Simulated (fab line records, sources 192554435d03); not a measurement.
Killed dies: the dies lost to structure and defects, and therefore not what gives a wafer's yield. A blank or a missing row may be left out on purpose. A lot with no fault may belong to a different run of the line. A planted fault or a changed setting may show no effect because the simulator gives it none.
Which tool is to blame?    flow n5Finfet    Sampling: 24 lots, 72 wafers, 5 of 1938 route steps

## WHAT EACH GAUGE READ, for each wafer
N5_BEOL_M2_CD_MEAS_28: target cd 26.2 nm, target cd y 24.1 nm.
lot   measured      on        cdNm (nm)
L074  day 6 18:04   cdSem-03  25.74 26.00 25.90
L075  day 6 22:01   cdSem-03  26.00 26.22 26.28
L076  day 7 00:31   cdSem-02  25.92 26.20 26.28
L077  day 7 06:25   cdSem-03  26.73 26.70 26.26
L078  day 7 13:32   cdSem-02  26.21 26.04 26.20
L079  day 7 16:44   cdSem-01  26.33 26.19 26.58
L080  day 8 01:11   cdSem-01  26.27 26.48 26.14
L081  day 8 09:08   cdSem-03  26.46 26.18 26.27
L083  day 8 18:44   cdSem-02  26.18 26.17 26.25
L082  day 9 00:16   cdSem-01  25.97 25.57 25.95
L084  day 9 00:22   cdSem-02  26.65 25.90 26.17
L085  day 9 04:26   cdSem-02  26.22 26.48 26.68
L086  day 9 13:29   cdSem-03  26.76 26.36 26.61
L087  day 9 23:42   cdSem-02  26.47 26.41 26.03
L089  day 10 09:02  cdSem-02  26.70 26.37 26.44
L090  day 11 00:03  cdSem-02  26.45 26.34 26.54
L088  day 11 02:50  cdSem-02  26.08 26.42 26.39
L091  day 11 04:07  cdSem-03  26.60 26.66 25.92
L093  day 11 08:01  cdSem-02  26.44 26.17 26.18
L094  day 11 15:37  cdSem-03  26.17 26.44 26.56
L092  day 11 15:41  cdSem-02  26.09 25.63 26.23
L096  day 11 19:35  cdSem-03  26.06 26.12 26.03
L095  day 11 21:35  cdSem-02  26.37 25.68 26.54
L097  day 12 03:31  cdSem-03  26.06 26.56 26.45

N5_BEOL_M3_OVL_MEAS_12.
lot   measured      on          M3_OVL (nm)
L074  day 7 01:15   overlay-01  0.7 -0.6 -0.2
L075  day 7 06:40   overlay-02  0.2 1.2 -0.1
L076  day 7 07:44   overlay-02  1.0 0.4 -0.4
L077  day 7 21:16   overlay-02  0.7 0.4 0.5
L078  day 7 21:38   overlay-02  1.0 0.9 0.5
L079  day 8 03:17   overlay-02  0.4 1.1 1.3
L080  day 8 12:22   overlay-02  -1.6 -1.1 -1.1
L081  day 9 05:11   overlay-01  -0.6 -0.9 -0.5
L083  day 9 04:37   overlay-01  0.2 0.9 -0.2
L082  day 9 13:17   overlay-02  -0.7 -0.3 -0.5
L084  day 9 17:28   overlay-01  0.9 1.0 1.0
L085  day 9 13:34   overlay-02  -1.5 -0.3 -1.1
L086  day 9 22:34   overlay-01  0.4 0.7 1.1
L087  day 10 13:38  overlay-02  1.3 1.2 0.7
L089  day 11 09:56  overlay-02  -0.2 -0.1 0.1
L090  day 12 01:53  overlay-01  0.0 -0.3 -0.4
L088  day 12 03:14  overlay-02  1.1 1.4 0.3
L091  day 12 09:52  overlay-02  0.7 -0.2 -1.2
L093  day 12 10:09  overlay-01  0.5 0.4 0.3
L094  day 12 09:58  overlay-02  0.6 0.7 0.5
L092  day 12 20:49  overlay-02  1.7 1.5 1.9
L096  day 12 16:14  overlay-01  0.7 0.9 0.3
L095  day 12 23:53  overlay-02  0.2 0.8 0.3
L097  day 13 11:56  overlay-02  -0.3 0.9 0.8

## EACH LOT AND THE TOOL THAT RAN IT (in order: tool; ch and the chambers of the sampled wafers; start)
lot   N5_BEOL_M2_DEGAS_44          N5_BEOL_M2_ANNEAL_91         N5_BEOL_M2_PRE_CLEAN_60
L074  pvdSputter-03, day 6 20:31   pvdSputter-03, day 6 22:16   cvdCo-02 ch 0,1,2, day 6 23:41
L075  pvdSputter-01, day 7 01:19   pvdSputter-01, day 7 03:11   cvdCo-01 ch 0,1,2, day 7 04:40
L076  pvdSputter-01, day 7 01:41   pvdSputter-01, day 7 05:02   cvdCo-02 ch 0,1,2, day 7 06:26
L077  pvdSputter-01, day 7 16:50   pvdSputter-03, day 7 18:37   cvdCo-02 ch 0,1, day 7 20:01
L078  pvdSputter-01, day 7 17:06   pvdSputter-01, day 7 19:00   cvdCo-01 ch 0,1,2, day 7 20:25
L079  pvdSputter-02, day 7 21:05   pvdSputter-01, day 7 22:58   cvdCo-01 ch 1,2, day 8 00:34
L080  pvdSputter-01, day 8 03:36   pvdSputter-02, day 8 07:02   cvdCo-01 ch 0,2, day 8 08:43
L081  pvdSputter-03, day 8 23:43   pvdSputter-02, day 9 02:16   cvdCo-02 ch 0,2, day 9 03:40
L083  pvdSputter-03, day 8 23:38   pvdSputter-03, day 9 01:35   cvdCo-01 ch 0,1, day 9 02:59
L082  pvdSputter-03, day 9 05:06   pvdSputter-01, day 9 08:39   cvdCo-01 ch 1,2, day 9 10:04
L084  pvdSputter-01, day 9 13:11   pvdSputter-02, day 9 15:09   cvdCo-01 ch 0,2, day 9 16:34
L085  pvdSputter-03, day 9 07:51   pvdSputter-01, day 9 11:01   cvdCo-02 ch 0,1, day 9 12:25
L086  pvdSputter-01, day 9 16:31   pvdSputter-01, day 9 18:14   cvdCo-01 ch 1,2, day 9 19:40
L087  pvdSputter-02, day 10 09:26  pvdSputter-03, day 10 11:10  cvdCo-02 ch 0,2, day 10 12:41
L089  pvdSputter-02, day 11 04:28  pvdSputter-02, day 11 06:20  cvdCo-01 ch 0,1,2, day 11 07:46
L090  pvdSputter-02, day 11 17:47  pvdSputter-03, day 11 20:17  cvdCo-01 ch 0,1, day 11 21:41
L088  pvdSputter-01, day 11 21:04  pvdSputter-01, day 12 00:28  cvdCo-01 ch 0,1, day 12 01:52
L091  pvdSputter-01, day 12 03:22  pvdSputter-02, day 12 05:13  cvdCo-01 ch 0,1,2, day 12 06:37
L093  pvdSputter-03, day 12 03:27  pvdSputter-01, day 12 05:25  cvdCo-01 ch 0,1,2, day 12 06:55
L094  pvdSputter-03, day 12 03:32  pvdSputter-03, day 12 05:22  cvdCo-02 ch 0,2, day 12 06:46
L092  pvdSputter-01, day 12 15:16  pvdSputter-02, day 12 17:10  cvdCo-01 ch 1,2, day 12 18:36
L096  pvdSputter-02, day 12 11:50  pvdSputter-03, day 12 13:41  cvdCo-01 ch 1,2, day 12 15:05
L095  pvdSputter-02, day 12 18:19  pvdSputter-02, day 12 20:16  cvdCo-01 ch 0,2, day 12 21:46
L097  pvdSputter-02, day 13 07:33  pvdSputter-03, day 13 09:37  cvdCo-02 ch 0,2, day 13 11:02
- N5_BEOL_M2_DEGAS_44: time 60 s.
- N5_BEOL_M2_ANNEAL_91: time 240 s.
- N5_BEOL_M2_PRE_CLEAN_60: time 15 s.

## AS READ BY THE TOOLS THEMSELVES (means over the sampled wafers that have a number; for cases with no such wafer, the mark the record gives instead)
N5_BEOL_M2_DEGAS_44.
lot   tool           heaterPowerW (W)
L074  pvdSputter-03  302
L075  pvdSputter-01  369
L076  pvdSputter-01  373
L077  pvdSputter-01  349
L078  pvdSputter-01  371
L079  pvdSputter-02  335
L080  pvdSputter-01  326
L081  pvdSputter-03  344
L083  pvdSputter-03  345
L082  pvdSputter-03  325
L084  pvdSputter-01  339
L085  pvdSputter-03  311
L086  pvdSputter-01  298
L087  pvdSputter-02  341
L089  pvdSputter-02  344
L090  pvdSputter-02  342
L088  pvdSputter-01  320
L091  pvdSputter-01  353
L093  pvdSputter-03  335
L094  pvdSputter-03  324
L092  pvdSputter-01  342
L096  pvdSputter-02  338
L095  pvdSputter-02  352
L097  pvdSputter-02  335

N5_BEOL_M2_ANNEAL_91.
lot   tool           heaterPowerW (W)
L074  pvdSputter-03  867
L075  pvdSputter-01  908
L076  pvdSputter-01  829
L077  pvdSputter-03  771
L078  pvdSputter-01  902
L079  pvdSputter-01  801
L080  pvdSputter-02  852
L081  pvdSputter-02  845
L083  pvdSputter-03  875
L082  pvdSputter-01  876
L084  pvdSputter-02  839
L085  pvdSputter-01  791
L086  pvdSputter-01  805
L087  pvdSputter-03  836
L089  pvdSputter-02  840
L090  pvdSputter-03  759
L088  pvdSputter-01  965
L091  pvdSputter-02  863
L093  pvdSputter-01  871
L094  pvdSputter-03  856
L092  pvdSputter-02  863
L096  pvdSputter-03  795
L095  pvdSputter-02  854
L097  pvdSputter-03  781

N5_BEOL_M2_PRE_CLEAN_60.
lot   tool      heaterPowerW (W)
L074  cvdCo-02  75
L075  cvdCo-01  87
L076  cvdCo-02  77
L077  cvdCo-02  80
L078  cvdCo-01  87
L079  cvdCo-01  85
L080  cvdCo-01  85
L081  cvdCo-02  77
L083  cvdCo-01  90
L082  cvdCo-01  84
L084  cvdCo-01  90
L085  cvdCo-02  80
L086  cvdCo-01  83
L087  cvdCo-02  75
L089  cvdCo-01  89
L090  cvdCo-01  93
L088  cvdCo-01  92
L091  cvdCo-01  87
L093  cvdCo-01  89
L094  cvdCo-02  75
L092  cvdCo-01  86
L096  cvdCo-01  83
L095  cvdCo-01  91
L097  cvdCo-02  77

## THE ANSWER, worked out from the rows above alone
Rule: the lots themselves supply what counts as usual. Put in order of their means at a reading, lots are off if they are a third of the lots or fewer, leave a main group of 4 or more, and stand apart from it by a gap of 3 or more times the standard deviation of the main group's means; of several such gaps the widest counts. The tables above print the reading to a certain number of digits; a main group whose means all agree to those digits is not used. A lot without any number at a reading at which 4 lots or more have one is off too. Any other lot the step has rows for is counted as sound. Order of review: gauges by route order, followed by the tools' own readings, for which a lot's mean as printed above is used. The first step at which some lot is off is used, and at that step the reading that is off furthest; a lot without a number counts as furthest.
No lot is off on any of the readings shown, so nothing can be concluded from this.

## WHAT HAD BEEN PUT IN BY THE SIMULATOR
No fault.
